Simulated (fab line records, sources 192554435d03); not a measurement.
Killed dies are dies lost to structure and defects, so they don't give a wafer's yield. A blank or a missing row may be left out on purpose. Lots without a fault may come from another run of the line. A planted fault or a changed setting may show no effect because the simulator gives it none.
Chamber matching | flow n5_finfet | N5_BEOL_M8_PECVD_70 on pecvd-03: 3 sister chambers
The step deposits SiO2 from TEOS/O2, target thk 20 nm, time 22.7 s. 3 wafers are shown with their chamber, then 12 later ones without.

WAFERS WITH THEIR CHAMBER
wafer  | chamber | throttle_valve_pct (%)
L090.1 | 1       | 23.8
L090.2 | 0       | 23.9
L090.3 | 2       | 21.3

WAFERS WITHOUT THEIR CHAMBER
wafer  | throttle_valve_pct (%)
L090.4 | 23.9
L090.5 | 21.2
L090.6 | 24.3
L091.4 | 23.7
L091.5 | 24.1
L091.6 | 20.9
L094.4 | 23.9
L094.5 | 24.2
L094.6 | 21.3
L095.1 | 24.0
L095.2 | 21.3
L095.4 | 23.9

WHICH CHAMBER EACH WENT THROUGH
wafer  | from the rows above     | in truth
L090.4 | can't be placed: 0 or 1 | 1
L090.5 | 2                       | 2
L090.6 | can't be placed: 0 or 1 | 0
L091.4 | can't be placed: 1 or 0 | 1
L091.5 | can't be placed: 0 or 1 | 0
L091.6 | 2                       | 2
L094.4 | can't be placed: 0 or 1 | 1
L094.5 | can't be placed: 0 or 1 | 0
L094.6 | 2                       | 2
L095.1 | can't be placed: 0 or 1 | 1
L095.2 | 2                       | 2
L095.4 | can't be placed: 0 or 1 | 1
Placed correctly: 4 of 12. Can't be placed from these rows: 8 (the true chamber is among the candidates in 8). Placed wrongly: 0.
How it was worked out, from the rows above alone: a wafer's distance from a chamber is the root of the sum, over the readings, of the square of ((its reading less the chamber's mean) divided by the reading's scatter). The wafer belongs to the nearest chamber; if the next one is less than 2 further off, it can't be placed. A chamber's mean is the mean of its shown wafers. The scatter: with one shown wafer a chamber, the root of the mean of the squares of how far each hidden wafer lies from its nearest shown one.
